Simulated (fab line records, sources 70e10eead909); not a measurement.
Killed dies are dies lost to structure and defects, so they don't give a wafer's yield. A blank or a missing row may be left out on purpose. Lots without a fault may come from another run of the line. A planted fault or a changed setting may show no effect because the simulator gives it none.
A struck lot beside a sound one | flow nand_harc | 39 steps out of a route of 1159
Sound: wafers L737.2, L737.3, L737.4. Struck: wafer L753.5. (L753.4, L753.6 of the same lot were not struck and are left out.) The cause comes at the end.
At each step with rows: each side's tool, then ch and its chambers, then its first start. Under that, the readings that differ: sound wafers | struck wafers | difference of the means | sigmas: that difference in standard deviations of wafers without a fault.
alike: readings whose means differ by less than 2 such deviations, and words and numbers that are the same on both sides. not compared: withheld readings, readings that some wafer has no value for, bounds like >300 that may hide the same value, and numbers for which the record gives no deviation and whose values overlap.
The two part at a step that has a row with sigmas, a row that says differs or no value, or rows on one side only. Numbers that don't overlap but have no deviation are shown without sigmas and don't part them. A reading that every wafer of one side lacks parts them only if that side has two wafers or more.

first, 9 steps without rows for these wafers: NHARC_A_CONTACT_COAT_35 (time 65 s); NHARC_A_CONTACT_COAT_36 (resist thk 90 nm); NHARC_A_CONTACT_SOFTBAKE_37 (time 55 s); NHARC_A_CONTACT_EBR_38; NHARC_A_CONTACT_EXPOSE_39 (exposes mask A CC 3); NHARC_A_CONTACT_PEB_40 (peb time 65 s); NHARC_A_CONTACT_DEVELOP_41 (develop time 35 s); NHARC_A_CONTACT_DESCUM_47 (chemistry O2, time 3 s); NHARC_A_CONTACT_ETCH_48 (etches the open film in CF4, target depth 39 nm, time 65 s).
NHARC_A_CONTACT_ETCH_49: etches the open film in N2/H2, target depth 260 nm, time 475.3 s.
  sound on rie_diel-04 ch 0,1,3, day 16 11:50; struck on rie_diel-06 ch 1, day 21 03:25
  reading                     | sound       | struck | difference | sigmas
  drypump_motor_current_A (A) | 5.8 5.2 5.5 | 6.5    | +1.0       | +2
  alike: chamber_pressure_mTorr, mfc_ar_sccm, oes_product_au, rf_vpp_V, showerhead_plenum_p_Torr, throttle_valve_pct
  not compared: rf_hours_counter_h
then, 28 steps without rows for these wafers: NHARC_A_CONTACT_ETCH_50 (etches the open film in CF4/CHF3, target depth 84.7 nm, time 42.4 s); NHARC_A_CONTACT_ETCH_51 (etches the open film in O2/COS, target depth 3600 nm, time 936 s); NHARC_A_CONTACT_ETCH_111 (etches the open film in C4F8/O2/Ar, time 140 s, target depth 700 nm); NHARC_A_CONTACT_ETCH_112 (etches the open film in C4F8/O2/Ar, time 94 s, target depth 922 nm); NHARC_A_CONTACT_ETCH_113 (etches the open film in C4F8/O2/Ar, time 94 s, target depth 922 nm); NHARC_A_CONTACT_ETCH_114 (etches the open film in C4F8/O2/Ar, time 94 s, target depth 922 nm); NHARC_A_CONTACT_ETCH_115 (etches the open film in C4F8/O2/Ar, time 94 s, target depth 922 nm); NHARC_A_CONTACT_ETCH_116 (etches the open film in C4F8/O2/Ar, time 94 s, target depth 922 nm); NHARC_A_CONTACT_ETCH_117 (etches the open film in C4F8/O2/Ar, time 94 s, target depth 922 nm); NHARC_A_CONTACT_ETCH_118 (etches the open film in C4F8/O2/Ar, time 94 s, target depth 922 nm); NHARC_A_CONTACT_ETCH_119 (etches the open film in C4F8/O2/Ar, time 94 s, target depth 922 nm); NHARC_A_CONTACT_ETCH_120 (etches the open film in C4F8/O2/Ar, time 94 s, target depth 922 nm); NHARC_A_CONTACT_ETCH_121 (etches the open film in C4F8/O2/Ar, time 94 s, target depth 922 nm); NHARC_A_CONTACT_ETCH_122 (etches the open film in C4F8/O2/Ar, time 95 s, target depth 930 nm); NHARC_A_CONTACT_ETCH_123 (etches the open film in C4F8/O2/Ar, time 253 s, target depth 1090 nm); NHARC_A_CONTACT_ETCH_90 (etches the open film in CH3F/O2, target depth 40 nm, time 85.7 s); NHARC_A_CONTACT_ETCH_96 (etches the open film in C4F6/O2, target depth 20 nm, time 10 s); NHARC_A_CONTACT_STRIP_99 (strips in N2/H2); NHARC_A_CONTACT_STRIP_100 (strips in CF4/CHF3); NHARC_A_CONTACT_STRIP_101 (strips in O2/COS); NHARC_A_CONTACT_ETCH_102 (etches the open film in CF4/O2, target depth 70 nm, overetch 7 nm, time 38.5 s); NHARC_A_CONTACT_STRIP_55 (strips in O2); NHARC_A_CONTACT_STRIP_56 (strips in post etch residue remover, time 600 s); NHARC_A_CONTACT_DEP_57 (deposits aC, target thk 2800 nm); NHARC_A_CONTACT_DEP_58 (deposits SiON, target thk 60 nm); NHARC_A_CONTACT_DEHYDRATE_59 (time 120 s); NHARC_A_CONTACT_HMDS_60 (time 30 s); NHARC_A_CONTACT_COAT_61 (time 75 s).
-- the record jumps here: 5 days lie between the struck wafers' starts before and after (it left off in module A_CONTACT and takes up again in module END, whose first step shown is number 1159 of the route) --
NHARC_END_SORT_01:
  the record has rows for the struck wafers here (prober-02 ch 0, day 25 22:09) and none for the sound ones

WHERE THEY PART
First at NHARC_A_CONTACT_ETCH_49; last, within this record, at NHARC_END_SORT_01.

WHY: what the simulator had put in
Chamber particle source: rie_diel-06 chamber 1, from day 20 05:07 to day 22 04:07, at NHARC_A_CONTACT_ETCH_49. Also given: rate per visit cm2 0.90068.
